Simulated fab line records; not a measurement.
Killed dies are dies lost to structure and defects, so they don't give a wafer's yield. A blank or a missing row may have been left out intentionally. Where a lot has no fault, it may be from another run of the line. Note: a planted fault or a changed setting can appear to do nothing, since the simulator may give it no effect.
fab line records :: flow n5Finfet
record
  lots=5
  wafers=14
  lastDay=18
route steps=1938 shown BEOL_M3@965 BEOL_M4@1111
lots untouched by any fault: they come from a run of this same line in which no faults occurred
startH: hours from the record's opening day to when the first of the lot's shown wafers began :: waitH: time in hours since the lot's previous step :: " the same as in the row above :: L1.1+2: a row that stands for several wafers :: - no value, or no start given :: * or withheld: withheld :: < > ~ a bound
route shown NAME@n: names a module that has steps shown in the file, with the first one's number in the route :: usual: mean and standard deviation over wafers with no fault :: same: alike in all rows :: chamber/n: place in a boat :: sites: per-site readings :: _std_site: how widely they spread, as a standard deviation :: _edge_site: the outer-site mean with the inner-site mean subtracted :: radiusMm: how far each site lies from the wafer's centre :: mask NAME#n: copy n :: behind: the tool/chamber that last shaped the wafer :: hold: the reason the lot was held/the length of the hold in hours/how it ended :: device: transistor that didn't switch, given as n, p or np :: end of line: the route-end tests of the same wafers :: a step with no rows: only its recipe :: killed: not the wafer's yield, but the dies lost to structure and defects at the first sort :: map: a wafer's dies, marking killed ones x, the rest . and places with no die _
set.NAME: the run value of the setting; set.NAME@STEP: its run value at that earlier step :: model.NAME: the simulator's own value behind a step, which no gauge read
lots seen at some steps along the route; tables by step, rows by wafer
services: the hour from which a tool's chamber was out of use, counted from the record's first day as startH (under 0 if before that day), plus the number of hours and why
## steps
# step N5_BEOL_M3_DEVELOP_27
# recipe
  developTimeS=30
  developer=TMAH
  resist=CAR-EUV
  rinseLiquid=surfactantRinse
  dry=airSpin
  devTempC=23
# step N5_BEOL_M3_DESCUM_33
# recipe
  chemistry=O2
  timeS=7
  sourcePowerW=50
  biasPowerW=20
  pressureMtorr=20
  rfFrequencyHz=2.712e+07
  tempC=40
  resist=CAR-EUV
  o2FlowSccm=225
# step N5_BEOL_M3_ETCH_77
# recipe
  chemistry=N2/H2
  target=underlayer
  targetDepthA=65
  maskMaterial=CAR-EUV
  timeS=5.2
  ionEnergyEv=200
  pressureMtorr=30
  sourceW=840
  biasW=150
  n2FlowSccm=200
  h2FlowSccm=200
  ends=cleared
# step N5_BEOL_M3_ETCH_69
# recipe
  chemistry=CF4
  target=SiARC
  targetDepthA=156
  maskMaterial=CAR-EUV
  timeS=26
  ionEnergyEv=80
  pressureMtorr=40
  sourceW=545
  biasW=36
  Ar_flow_sccm=100
  cf4FlowSccm=100
  ends=cleared
# step N5_BEOL_M3_ALD_98
# recipe
  material=SiO2
  targetThkA=25
  tempC=100
  aldPrecursorFamily=BDEAS
  aldCoReactant=O2-plasma
  pulseTimeS=1
  coReactantPulseTimeS=1
  purgeTimeS=2
  coReactantPurgeTimeS=2
  aldCycles=17
  pressureTorr=2
# step N5_BEOL_M3_ETCHBACK_99
# recipe
  chemistry=CHF3
  target=SiO2
  targetDepthA=50
  timeS=10.4
  sourceW=215
  biasW=47
  Ar_flow_sccm=200
  CHF3_flow_sccm=12
  ionEnergyEv=100
  pressureMtorr=30
# step N5_BEOL_M3_ETCH_70
# recipe
  chemistry=N2/H2
  target=SOC
  targetDepthA=800
  overetchA=160
  maskMaterial=SiARC
  tempC=40
  timeS=120
  ionEnergyEv=200
  pressureMtorr=30
  sourceW=840
  biasW=150
  n2FlowSccm=200
  h2FlowSccm=200
# step N5_BEOL_M3_STRIP_71
# recipe
  chemistry=N2/H2
  tempC=40
  n2FlowSccm=200
  h2FlowSccm=200
  rfFrequencyHz=6e+07
# step N5_BEOL_M3_STRIP_78
# recipe
  chemistry=N2/H2
  tempC=40
  n2FlowSccm=200
  h2FlowSccm=200
  rfFrequencyHz=6e+07
# step N5_BEOL_M3_VIA_ETCH_34
# recipe
  chemistry=C4F6/O2
  targetDepthA=694
  maskMaterial=SOC
  pressureMtorr=15
  ionEnergyEv=250
  taperDeg=4
  timeS=65.9
  sourceW=350
  biasW=170
  Ar_flow_sccm=300
  C4F6_flow_sccm=10
  O2_flow_sccm=10
# usual
  chamberPressureMTorr=15.000/0.013
  drypumpMotorCurrentA=5.7/0.5
  oesProductAu=0.77/0.079
  rfVppV=667/8.5
  showerheadPlenumPTorr=2.85/0.12
  throttleValvePct=30.80/0.24
lot.wafer: L812.1
tool: rieDiel-01
chamber: 2
startH: 186.37
waitH: 0.0
chamberPressureMTorr: 15.001
drypumpMotorCurrentA: 5.1
oesProductAu: 0.76
rfHoursCounterH: 140
rfVppV: 667
showerheadPlenumPTorr: 2.99
throttleValvePct: 31.15
model.etch.depthNm: 67.44
model.SOC_of_BEOL_M3_COAT_67.thkNm: 52

lot.wafer: L812.4
tool: rieDiel-01
chamber: 3
startH: 186.37
waitH: 0.0
chamberPressureMTorr: 15.005
drypumpMotorCurrentA: 5.9
oesProductAu: 0.69
rfHoursCounterH: 229
rfVppV: 681
showerheadPlenumPTorr: 2.82
throttleValvePct: 30.89
model.etch.depthNm: 67.75
model.SOC_of_BEOL_M3_COAT_67.thkNm: 51.8

lot.wafer: L812.5
tool: rieDiel-01
chamber: 2
startH: 186.37
waitH: 0.0
chamberPressureMTorr: 15.005
drypumpMotorCurrentA: 5.1
oesProductAu: 0.76
rfHoursCounterH: -
rfVppV: 665
showerheadPlenumPTorr: 2.99
throttleValvePct: 31.14
model.etch.depthNm: 67.24
model.SOC_of_BEOL_M3_COAT_67.thkNm: 52

lot.wafer: L816.1
tool: rieDiel-06
chamber: 2
startH: 203.48
waitH: 0.0
chamberPressureMTorr: 15.018
drypumpMotorCurrentA: 4.8
oesProductAu: 0.92
rfHoursCounterH: 19
rfVppV: 667
showerheadPlenumPTorr: 3.01
throttleValvePct: 30.51
model.etch.depthNm: 70.48
model.SOC_of_BEOL_M3_COAT_67.thkNm: 52

lot.wafer: L816.2
tool: rieDiel-06
chamber: 1
startH: 203.48
waitH: 0.0
chamberPressureMTorr: 15.002
drypumpMotorCurrentA: 5.5
oesProductAu: 0.78
rfHoursCounterH: 134
rfVppV: 673
showerheadPlenumPTorr: 2.62
throttleValvePct: 30.53
model.etch.depthNm: 70.44
model.SOC_of_BEOL_M3_COAT_67.thkNm: 52.2

lot.wafer: L816.6
tool: rieDiel-06
chamber: 3
startH: 203.48
waitH: 0.0
chamberPressureMTorr: 15.014
drypumpMotorCurrentA: 6.2
oesProductAu: 0.72
rfHoursCounterH: -
rfVppV: 660
showerheadPlenumPTorr: 2.79
throttleValvePct: 30.88
model.etch.depthNm: 70.68
model.SOC_of_BEOL_M3_COAT_67.thkNm: 51.8

lot.wafer: L828.3
tool: rieDiel-06
chamber: 3
startH: 286.39
waitH: 0.0
chamberPressureMTorr: 15.009
drypumpMotorCurrentA: 6.2
oesProductAu: 0.94
rfHoursCounterH: 10
rfVppV: 659
showerheadPlenumPTorr: 2.78
throttleValvePct: 30.60
model.etch.depthNm: 71.78
model.SOC_of_BEOL_M3_COAT_67.thkNm: 51.8

lot.wafer: L828.5
tool: rieDiel-06
chamber: 2
startH: 286.39
waitH: 0.0
chamberPressureMTorr: 14.987
drypumpMotorCurrentA: 4.8
oesProductAu: 0.88
rfHoursCounterH: -
rfVppV: 665
showerheadPlenumPTorr: 3.00
throttleValvePct: 30.54
model.etch.depthNm: 70.89
model.SOC_of_BEOL_M3_COAT_67.thkNm: 51.8

lot.wafer: L828.6
tool: rieDiel-06
chamber: 3
startH: 286.39
waitH: 0.0
chamberPressureMTorr: 14.994
drypumpMotorCurrentA: 6.2
oesProductAu: 1.23
rfHoursCounterH: -
rfVppV: 661
showerheadPlenumPTorr: 2.78
throttleValvePct: 30.67
model.etch.depthNm: 106.2
model.SOC_of_BEOL_M3_COAT_67.thkNm: 47.4

lot.wafer: L829.1
tool: rieDiel-06
chamber: 2
startH: 293.92
waitH: 0.0
chamberPressureMTorr: 14.965
drypumpMotorCurrentA: 4.8
oesProductAu: 0.86
rfHoursCounterH: 48
rfVppV: 666
showerheadPlenumPTorr: 2.99
throttleValvePct: 30.58
model.etch.depthNm: 69.67
model.SOC_of_BEOL_M3_COAT_67.thkNm: 52.2

lot.wafer: L829.6
tool: rieDiel-06
chamber: 1
startH: 293.92
waitH: 0.0
chamberPressureMTorr: 15.012
drypumpMotorCurrentA: 5.6
oesProductAu: 0.98
rfHoursCounterH: -
rfVppV: 673
showerheadPlenumPTorr: 2.61
throttleValvePct: 30.62
model.etch.depthNm: 104.8
model.SOC_of_BEOL_M3_COAT_67.thkNm: 48.2

lot.wafer: L830.2
tool: rieDiel-06
chamber: 2
startH: 302.85
waitH: 0.0
chamberPressureMTorr: 15.002
drypumpMotorCurrentA: 4.8
oesProductAu: 0.85
rfHoursCounterH: 50
rfVppV: 664
showerheadPlenumPTorr: 2.99
throttleValvePct: 30.57
model.etch.depthNm: 70.17
model.SOC_of_BEOL_M3_COAT_67.thkNm: 52.2

lot.wafer: L830.4
tool: rieDiel-06
chamber: 3
startH: 302.85
waitH: 0.0
chamberPressureMTorr: 14.987
drypumpMotorCurrentA: 6.1
oesProductAu: 1.20
rfHoursCounterH: 15
rfVppV: 660
showerheadPlenumPTorr: 2.78
throttleValvePct: 30.67
model.etch.depthNm: 106
model.SOC_of_BEOL_M3_COAT_67.thkNm: 47.8

lot.wafer: L830.6
tool: rieDiel-06
chamber: 1
startH: 302.85
waitH: 0.0
chamberPressureMTorr: 15.016
drypumpMotorCurrentA: 5.5
oesProductAu: 0.98
rfHoursCounterH: -
rfVppV: 671
showerheadPlenumPTorr: 2.61
throttleValvePct: 30.61
model.etch.depthNm: 104.3
model.SOC_of_BEOL_M3_COAT_67.thkNm: 48.4
# step N5_BEOL_M3_STRIP_83
# recipe
  chemistry=C4F6/O2
  resist=SiARC
  rfFrequencyHz=6e+07
# step N5_BEOL_M4_RC_MEAS_101
# usual
  DIBL_N=35.9/1.8
  DIBL_P=36.2/2
  IOFF_N=0.16/0.031
  IOFF_P=0.22/0.041
  ION_N=676/11
  ION_P=465/8.5
  SS_N=71.4/0.64
  SS_P=73.2/0.7
  VT_N=250/3.5
  VT_P=-250/3.9
lot.wafer: L812.1
tool: prober-02
chamber: 0
startH: 214.72
waitH: 0.0
DIBL_N[mV/V]: 33.6
DIBL_P[mV/V]: 33.3
IOFF_N[nA/um]: 0.11
IOFF_P[nA/um]: 0.15
ION_N[uA/um]: 660
ION_P[uA/um]: 449
SS_N[mV/dec]: 70.8
SS_P[mV/dec]: 72.5
VT_N[mV]: 256
VT_P[mV]: -255

lot.wafer: L812.4
tool: prober-02
chamber: 0
startH: 214.72
waitH: 0.0
DIBL_N[mV/V]: 36.3
DIBL_P[mV/V]: 36.2
IOFF_N[nA/um]: 0.16
IOFF_P[nA/um]: 0.19
ION_N[uA/um]: 682
ION_P[uA/um]: 464
SS_N[mV/dec]: 72.5
SS_P[mV/dec]: 74.1
VT_N[mV]: 248
VT_P[mV]: -255

lot.wafer: L812.5
tool: prober-02
chamber: 0
startH: 214.72
waitH: 0.0
DIBL_N[mV/V]: 35.6
DIBL_P[mV/V]: 34.8
IOFF_N[nA/um]: 0.15
IOFF_P[nA/um]: 0.18
ION_N[uA/um]: 665
ION_P[uA/um]: 453
SS_N[mV/dec]: 71.9
SS_P[mV/dec]: 72.7
VT_N[mV]: 248
VT_P[mV]: -257

lot.wafer: L816.1
tool: prober-01
chamber: 0
startH: 218.67
waitH: 0.0
DIBL_N[mV/V]: 35.2
DIBL_P[mV/V]: 35.4
IOFF_N[nA/um]: 0.14
IOFF_P[nA/um]: 0.22
ION_N[uA/um]: 681
ION_P[uA/um]: 472
SS_N[mV/dec]: 70.6
SS_P[mV/dec]: 72.7
VT_N[mV]: 252
VT_P[mV]: -248

lot.wafer: L816.2
tool: prober-01
chamber: 0
startH: 218.67
waitH: 0.0
DIBL_N[mV/V]: 37.9
DIBL_P[mV/V]: 38.2
IOFF_N[nA/um]: 0.19
IOFF_P[nA/um]: 0.27
ION_N[uA/um]: 689
ION_P[uA/um]: 470
SS_N[mV/dec]: 72.1
SS_P[mV/dec]: 73.4
VT_N[mV]: 246
VT_P[mV]: -243

lot.wafer: L816.6
tool: prober-01
chamber: 0
startH: 218.67
waitH: 0.0
DIBL_N[mV/V]: 34.1
DIBL_P[mV/V]: 34.1
IOFF_N[nA/um]: 0.14
IOFF_P[nA/um]: 0.20
ION_N[uA/um]: 676
ION_P[uA/um]: 470
SS_N[mV/dec]: 71.1
SS_P[mV/dec]: 73.0
VT_N[mV]: 251
VT_P[mV]: -250

lot.wafer: L828.3
tool: prober-01
chamber: 0
startH: 303.57
waitH: 0.3
DIBL_N[mV/V]: 37.8
DIBL_P[mV/V]: 37.4
IOFF_N[nA/um]: 0.22
IOFF_P[nA/um]: 0.26
ION_N[uA/um]: 692
ION_P[uA/um]: 476
SS_N[mV/dec]: 72.9
SS_P[mV/dec]: 74.4
VT_N[mV]: 243
VT_P[mV]: -246

lot.wafer: L828.5
tool: prober-01
chamber: 0
startH: 303.57
waitH: 0.3
DIBL_N[mV/V]: 36.3
DIBL_P[mV/V]: 35.7
IOFF_N[nA/um]: 0.18
IOFF_P[nA/um]: 0.24
ION_N[uA/um]: 684
ION_P[uA/um]: 465
SS_N[mV/dec]: 71.9
SS_P[mV/dec]: 73.1
VT_N[mV]: 248
VT_P[mV]: -249

lot.wafer: L828.6
tool: prober-01
chamber: 0
startH: 303.57
waitH: 0.3
DIBL_N[mV/V]: 34.6
DIBL_P[mV/V]: 33.0
IOFF_N[nA/um]: 0.15
IOFF_P[nA/um]: 0.19
ION_N[uA/um]: 670
ION_P[uA/um]: 459
SS_N[mV/dec]: 71.1
SS_P[mV/dec]: 72.4
VT_N[mV]: 250
VT_P[mV]: -251

lot.wafer: L829.1
tool: prober-02
chamber: 0
startH: 308.65
waitH: 0.0
DIBL_N[mV/V]: 38.0
DIBL_P[mV/V]: 38.0
IOFF_N[nA/um]: 0.19
IOFF_P[nA/um]: 0.25
ION_N[uA/um]: 691
ION_P[uA/um]: 473
SS_N[mV/dec]: 71.6
SS_P[mV/dec]: 73.5
VT_N[mV]: 245
VT_P[mV]: -244

lot.wafer: L829.6
tool: prober-02
chamber: 0
startH: 308.65
waitH: 0.0
DIBL_N[mV/V]: 39.0
DIBL_P[mV/V]: 39.6
IOFF_N[nA/um]: 0.22
IOFF_P[nA/um]: 0.29
ION_N[uA/um]: 698
ION_P[uA/um]: 482
SS_N[mV/dec]: 72.2
SS_P[mV/dec]: 74.0
VT_N[mV]: 244
VT_P[mV]: -246

lot.wafer: L830.2
tool: prober-02
chamber: 0
startH: 321.27
waitH: 0.2
DIBL_N[mV/V]: 38.6
DIBL_P[mV/V]: 38.9
IOFF_N[nA/um]: 0.17
IOFF_P[nA/um]: 0.19
ION_N[uA/um]: 665
ION_P[uA/um]: 449
SS_N[mV/dec]: 71.3
SS_P[mV/dec]: 73.4
VT_N[mV]: 251
VT_P[mV]: -254

lot.wafer: L830.4
tool: prober-02
chamber: 0
startH: 321.27
waitH: 0.2
DIBL_N[mV/V]: 34.5
DIBL_P[mV/V]: 34.8
IOFF_N[nA/um]: 0.11
IOFF_P[nA/um]: 0.14
ION_N[uA/um]: 645
ION_P[uA/um]: 443
SS_N[mV/dec]: 70.4
SS_P[mV/dec]: 72.2
VT_N[mV]: 254
VT_P[mV]: -258

lot.wafer: L830.6
tool: prober-02
chamber: 0
startH: 321.27
waitH: 0.2
DIBL_N[mV/V]: 32.4
DIBL_P[mV/V]: 31.9
IOFF_N[nA/um]: 0.09
IOFF_P[nA/um]: 0.12
ION_N[uA/um]: 651
ION_P[uA/um]: 448
SS_N[mV/dec]: 70.3
SS_P[mV/dec]: 71.7
VT_N[mV]: 259
VT_P[mV]: -260
## services
tool: rieDiel-06
chamber: 3
startH: 242.81
hours: -
kind: clean

tool: rieDiel-06
chamber: 3
startH: 242.81
hours: -
kind: consumableReplace:focusRing

tool: rieDiel-06
chamber: 3
startH: 242.81
hours: 17.0
kind: scheduledDown

tool: rieDiel-06
chamber: 3
startH: 242.81
hours: 17.0
kind: ventCycle

tool: rieDiel-01
chamber: 2
startH: 244.51
hours: 16.5
kind: repair

tool: rieDiel-01
chamber: 3
startH: 261.45
hours: -
kind: clean

tool: rieDiel-01
chamber: 3
startH: 261.45
hours: -
kind: consumableReplace:focusRing

tool: rieDiel-01
chamber: 3
startH: 261.45
hours: 23.1
kind: scheduledDown

tool: rieDiel-01
chamber: 3
startH: 261.45
hours: 23.1
kind: ventCycle

tool: rieDiel-06
chamber: 0
startH: 287.07
hours: 4.0
kind: repair

tool: rieDiel-01
chamber: 1
startH: 288.75
hours: 1.8
kind: repair
## key
firstSign
  step=N5_BEOL_M3_VIA_ETCH_34
  reading=oesProductAu
  direction=up
  sigmas=4.2
  usual=0.77
  struck=1.10
effect none on later readings
modelEffect
  step=N5_BEOL_M3_VIA_ETCH_34
  value=etch.depthNm
  without=70.24
  struck=105.3
metAt N5_BEOL_M3_VIA_ETCH_34
struckWafers L828.6,L829.6,L830.4,L830.6
onsetBetween 203.48 286.39
fault
  kind=processParameterDrift
  tool=rieDiel-06
  chamber=-
  onsetH=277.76
  steps=N5_BEOL_M3_VIA_ETCH_34
  channel=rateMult
  offset=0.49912
  shape=step
  endH=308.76
  scope=struckWafersOnly
